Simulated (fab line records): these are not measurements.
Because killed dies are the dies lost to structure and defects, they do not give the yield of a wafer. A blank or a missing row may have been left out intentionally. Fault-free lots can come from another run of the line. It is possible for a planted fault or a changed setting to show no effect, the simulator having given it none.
Which tool did it?    flow nand harc    route of 1302 steps, sampled at 1 step: 7 lots, 21 wafers

== WHAT THE GAUGES SHOWED, per wafer ==
NHARC_A_CHANNEL_HOLE_D2_OVL_MEAS_11.
lot   measured      on          overlay x nm (nm)
L139  day 14 04:12  overlay-02  1.0 0.1 0.9
L144  day 15 17:07  overlay-02  -0.8 -0.6 -0.8
L145  day 16 17:14  overlay-01  1.3 1.6 0.9
L148  day 17 11:13  overlay-02  0.5 1.0 1.3
L151  day 18 14:43  overlay-01  -1.9 -1.1 -1.6
L152  day 19 10:02  overlay-01  -0.6 -0.9 -0.7
L160  day 22 16:22  overlay-01  0.8 0.8 0.7

== EACH LOT AND THE TOOL THAT RAN IT (in order: tool; ch and the chambers of the sampled wafers; start) ==
Record: no process step prior to these readings.

== THE ANSWER, worked out from the rows above alone ==
Rule: the lots themselves supply what counts as usual. Put in order of their means at a reading, lots are off if they are a third of the lots or fewer, leave a main group of 4 or more, and stand apart from it by a gap of 3 or more times the standard deviation of the main group's means; of several such gaps the widest counts. A main group whose means are all the same, to the digits that the tables above print for the reading, isn't used. A lot without any number at a reading at which 4 lots or more have one is off too. Any other lot the step has rows for is counted as sound.
Nothing can be told from this: no lot is off at any reading shown.

== WHAT WAS PUT IN BY THE SIMULATOR ==
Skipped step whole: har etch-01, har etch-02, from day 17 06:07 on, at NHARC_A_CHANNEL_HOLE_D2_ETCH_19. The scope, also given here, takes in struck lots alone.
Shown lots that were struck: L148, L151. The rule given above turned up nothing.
